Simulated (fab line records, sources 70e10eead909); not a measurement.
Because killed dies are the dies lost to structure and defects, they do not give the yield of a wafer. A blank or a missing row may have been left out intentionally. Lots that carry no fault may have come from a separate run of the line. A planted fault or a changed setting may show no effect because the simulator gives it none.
2 desks, one fault -- flow nand-harc -- every desk sees just its own numbers, and what lay behind them comes last

THE DEFECT DESK
For each lot, the counts of the inspections along the route, averaged over the sampled wafers that have a number. The brackets show how far a lot's mean lies from the usual mean; more than 4 standard deviations puts the lot out of limits, marked OUT.
Columns: A = raw-defect-count at NHARC_P_M1_INSPECT_27, usual 316
lot,first seen here,A
L450,day 6 02:55,471
L451,day 6 18:58,299
L453,day 6 21:25,229
L452,day 6 21:42,308
L454,day 7 04:00,268
L455,day 7 05:00,259
L463,day 9 22:28,281
L465,day 10 05:31,341
Finding of this desk: none of the 8 lots has anything out of limits.

DESK OF THE TOOL OWNER: rie-diel-02
The tool's own readings at NHARC_P_M2_ETCH_35 (etches the open film in N2/H2, target depth 40 nm, overetch 12 nm, time 43.94 s): means of the sampled wafers that have a number, for each lot that ran on this tool. The brackets show how far a lot's mean lies from the usual mean; more than 4 standard deviations puts the lot out of limits, marked OUT.
Columns: A = drypump-motor-current-A at NHARC_P_M2_ETCH_35, usual 5.6 A; B = oes-product-au at NHARC_P_M2_ETCH_35, usual 1.002 a.u.; C = rf-fwd-power-W at NHARC_P_M2_ETCH_35, usual 395.4 W; D = rf-vpp-V at NHARC_P_M2_ETCH_35, usual 432 V; E = showerhead-plenum-p-Torr at NHARC_P_M2_ETCH_35, usual 2.09 Torr; F = throttle-valve-pct at NHARC_P_M2_ETCH_35, usual 14.171 %
lot,first seen here,A,B,C,D,E,F
L450,day 6 04:35,5.3,1.006,396.2,434,2.12,14.161
L451,day 6 20:39,5.9,1.003,396.6,434,2.17,14.164
L453,day 6 23:11,5.5,1.008,395.8,434,2.13,14.169
L454,day 7 05:40,5.1,1.005,395.1,430,2.04,14.170
L455,day 7 06:32,5.8,1.011,395.1,431,2.09,14.172
L463,day 10 00:08,5.6,0.945 (-4.4) OUT,395.1,432,2.09,14.171
This desk finds L463 out of limits, L463 being first, at day 10 00:08 (oes-product-au at NHARC_P_M2_ETCH_35). In limits: L450, L451, L453, L454, L455.

PUT TOGETHER
The tool owner's desk had the chance to raise an alarm at day 10 00:08 on L463.
No out-of-limits result turned up at the defect desk.
The defect desk has L463 on record, within its limits.
Of the lots named, all ran NHARC_P_M2_ETCH_35 on rie-diel-02.

WHAT THE SIMULATOR PUT IN
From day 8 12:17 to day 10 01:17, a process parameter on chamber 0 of rie-diel-02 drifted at NHARC_P_M2_ETCH_35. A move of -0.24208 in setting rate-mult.
Shown lots that were struck: L463.
Each desk's first reading out of limits, in hours after the fault started: the tool owner's desk, 36.
